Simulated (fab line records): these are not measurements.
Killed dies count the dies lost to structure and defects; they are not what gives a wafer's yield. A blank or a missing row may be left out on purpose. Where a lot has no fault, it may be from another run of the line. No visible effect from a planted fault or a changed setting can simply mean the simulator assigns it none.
A struck lot beside a sound one	flow n5 finfet	16 out of 1938 route steps
Sound: these wafers, L902.2, L902.4, L902.6. Struck: wafer L914.4; the same lot's L914.2 was not struck, so it is left out; see the end for the cause.
Order at every step that has rows: each side's tool, ch and its chambers, its first start. Under that, the readings that differ: sound wafers	struck wafers	difference of the means	sigmas: that difference in standard deviations of wafers without a fault.
alike: same words and numbers on both sides, and readings whose means sit less than 2 such deviations apart. not compared: any withheld reading, any reading some wafer has no value for, any bound like >300 that may hide the same value, and any number with overlapping values for which the record gives no deviation.
A row with sigmas, a row that says differs or no value, or rows on one side alone: a step with any of these is where the two part. Numbers that have no deviation but don't overlap get no sigmas and don't part them. A reading that every wafer of one side lacks parts them only if that side has two wafers or more.

first, 2 steps without rows for these wafers: N5_BEOL_M2_SPUTTER_90 (material Cu, target thk 4.5 nm, time 8.29 s); N5_BEOL_M2_ANNEAL_91 (time 240 s).
N5_BEOL_M2_SPUTTER_92: material Cu, target thk 4.5 nm, time 8.29 s.
  sound: pvd sputter-02 at day 6 18:32; struck: pvd sputter-03 at day 10 12:49
  alike: substrate temp c, throttle valve pct
then, 2 steps without rows for these wafers: N5_BEOL_M2_ANNEAL_93 (time 240 s); N5_BEOL_M2_SPUTTER_94 (material Cu, target thk 4.5 nm, time 8.29 s).
N5_BEOL_M2_ANNEAL_95: time 240 s.
  sound: pvd sputter-02 at day 6 18:50; struck: pvd sputter-03 at day 10 13:07
  alike: heater power w
then, 2 steps without rows for these wafers: N5_BEOL_M2_SPUTTER_96 (material Cu, target thk 4.5 nm, time 8.29 s); N5_BEOL_M2_ECD_50 (material Cu, target thk 300 nm).
N5_BEOL_M2_ANNEAL_51: time 90 s.
  sound on rtp anneal-01 ch 0, day 6 19:13; struck on rtp anneal-02 ch 0, day 10 13:58
  alike: wafer_temp_C_max
N5_BEOL_M2_CMP_52: polishes, stops on SiOC, t overpolish 6.8 s, target thk 40 nm.
  sound on cmp-03 ch 2,3, day 6 19:30; struck on cmp-04 ch 0, day 10 14:15
reading	sound	struck	difference	sigmas
time to endpoint s (s)	65.7 64.2 62.1	56.2	-7.8	-3
  alike: barrier field endpoint s, motor current A, overpolish run s
N5_BEOL_M2_THK_MEAS_53: measures by xrf.
  sound: film metro-02 at day 6 19:46; struck: film metro-01 at day 10 14:31
  alike: M2_THK
N5_BEOL_M2_PRE_CLEAN_60: time 15 s.
  sound on cvd co-02 ch 0,1,2, day 6 19:47; struck on cvd co-02 ch 2, day 10 14:32
  alike: heater power w
N5_BEOL_M2_CO_CAP_55: material Co, precursor CCTBA/H2, target thk 2 nm, time 102.1 s.
  sound on cvd co-02 ch 0,1,2, day 6 19:50; struck on cvd co-02 ch 2, day 10 14:35
reading	sound	struck	difference	sigmas
chamber pressure Torr (Torr)	30.12 29.95 30.06	29.90	-0.14	-2
run length s (s)	126.0 124.6 125.5	83.7	-41.7	-77
model.Co_of_BEOL_M2_CO_CAP_55.thk nm (nm)	2 1.8 2	1.2	-0.7	
  alike: heater power w
then, 1 step without rows for these wafers: N5_BEOL_M2_PRE_CLEAN_56 (time 15 s).
N5_BEOL_M4_RC_MEAS_101:
  sound on prober-01 ch 0, day 7 19:46; struck on prober-01 ch 0, day 11 19:07
reading	sound	struck	difference	sigmas
DIBL_N (mV/V)	35.4 36.2 35.5	40.7	+5.0	+3
DIBL_P (mV/V)	34.0 35.8 35.4	39.6	+4.5	+2
IOFF_N (nA/um)	0.14 0.15 0.14	0.26	+0.12	+3
ION_N (uA/um)	673 677 672	695	+21	+2
SS_N (mV/dec)	70.5 71.5 71.1	72.8	+1.8	+2
  alike: IOFF_P, ION_P, SS_P, VT_N, VT_P
-- the record jumps here: 5 days lie between the struck wafers' starts before and after (it left off in module BEOL_M4 and takes up again in module PASSIVATION, whose first step shown is number 1936 of the route) --
N5_PASSIVATION_PROBE_49:
  sound: prober-01 at day 12 06:50; struck: prober-01 at day 16 08:59
  alike: defect limited yield, killed_at_M0_to_M3, killed_at_M4_up, killed at contacts, killed at front end, killed at other, killed dies, killed open, killed short, sort_bin_5_function, sort_bin_6_memory, sort n pass, sort yield pct

WHERE THEY PART
At N5_BEOL_M2_CMP_52 first; at N5_BEOL_M4_RC_MEAS_101 last (within this record only). Later steps at which nothing parts them and some readings are alike: N5_PASSIVATION_PROBE_49.

WHY: what had been put in by the simulator
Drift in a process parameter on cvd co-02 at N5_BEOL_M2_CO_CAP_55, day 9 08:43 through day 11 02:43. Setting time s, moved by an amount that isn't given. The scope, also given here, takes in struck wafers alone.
